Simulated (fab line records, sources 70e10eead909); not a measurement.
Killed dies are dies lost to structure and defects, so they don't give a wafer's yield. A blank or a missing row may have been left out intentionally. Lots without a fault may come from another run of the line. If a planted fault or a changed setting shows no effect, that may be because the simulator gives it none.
Struck lot and sound lot, side by side | flow nand_harc | 17 steps out of a route of 1302
Sound: these wafers, L915.3, L915.4, L915.6. Wafers L923.3, L923.4, L923.5 were the ones struck. The cause is named last.
Order at every step that has rows: each side's tool, ch and its chambers, its first start. Under that, the readings that differ: sound wafers | struck wafers | difference of the means | sigmas: that difference in standard deviations of wafers without a fault.
alike: words and numbers the same on both sides, and readings whose means are apart by under 2 such deviations; not compared: readings that were withheld, readings missing a value for some wafer, numbers with overlapping values and no deviation given by the record, and bounds like >300 which may hide the same value.
The two part at a step that has a row with sigmas, a row that says differs or no value, or rows on one side only. Numbers that don't overlap but have no deviation are shown without sigmas and don't part them. A reading missing from all wafers of one side parts the sides only when that side holds two or more wafers.

NHARC_P_ZERO_WELL_CD_MEAS_24: target cd 720 nm.
  sound on cd_sem-02 ch 0, day 2 14:20; struck on cd_sem-01 ch 0, day 5 22:35
  alike: cd_nm
then, 1 step without rows for these wafers: NHARC_P_ZERO_WELL_HARDBAKE_25 (time 80 s).
NHARC_P_ZERO_WELL_DESCUM_26: chemistry O2, time 3 s.
  sound on rie_diel-03 ch 0,2,3, day 2 14:30; struck on rie_diel-04 ch 1,2,3, day 5 22:46
  alike: drypump_motor_current_A, oes_product_au, rf_vpp_V, showerhead_plenum_p_Torr, throttle_valve_pct
  not compared: rf_hours_counter_h
then, 9 steps without rows for these wafers: NHARC_P_ZERO_WELL_IMPLANT_27; NHARC_P_ZERO_WELL_IMPLANT_57; NHARC_P_ZERO_WELL_IMPLANT_58; NHARC_P_ZERO_WELL_STRIP_28 (strips in SPM, time 840 s); NHARC_P_ZERO_WELL_DEHYDRATE_29 (time 120 s); NHARC_P_ZERO_WELL_HMDS_30 (time 30 s); NHARC_P_ZERO_WELL_COAT_31; NHARC_P_ZERO_WELL_SOFTBAKE_32 (time 95 s); NHARC_P_ZERO_WELL_EBR_33.
NHARC_P_ZERO_WELL_EXPOSE_34: exposes mask P PWELL, target cd 720 nm.
  sound on krf_scanner-04 ch 0, day 2 15:52; struck on krf_scanner-04 ch 0, day 6 00:05
  reading              | sound                | struck               | difference | sigmas
  exposure_dose_mJ_cm2 | 22.321 22.324 22.338 | 14.054 14.010 14.030 | -8.296     | -99 or more
  alike: mask
then, 2 steps without rows for these wafers: NHARC_P_ZERO_WELL_PEB_35 (peb time 85 s); NHARC_P_ZERO_WELL_DEVELOP_36 (time 70 s).
NHARC_P_ZERO_WELL_CD_MEAS_37: target cd 720 nm.
  sound on cd_sem-01 ch 0, day 2 16:01; struck on cd_sem-01 ch 0, day 6 00:14
  reading    | sound             | struck            | difference | sigmas
  cd_nm (nm) | 720.7 719.8 720.6 | 640.6 639.7 640.7 | -80.0      | -53
then, 1 step without rows for these wafers: NHARC_P_ZERO_WELL_HARDBAKE_38 (time 80 s).

== WHERE THEY PART ==
Last at NHARC_P_ZERO_WELL_CD_MEAS_37 as far as this record goes, first at NHARC_P_ZERO_WELL_EXPOSE_34.

WHY: what the simulator had put in
Process parameter drift: krf_scanner-04, from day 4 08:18 on, at NHARC_P_ZERO_WELL_EXPOSE_34. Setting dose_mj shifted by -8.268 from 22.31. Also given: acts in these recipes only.
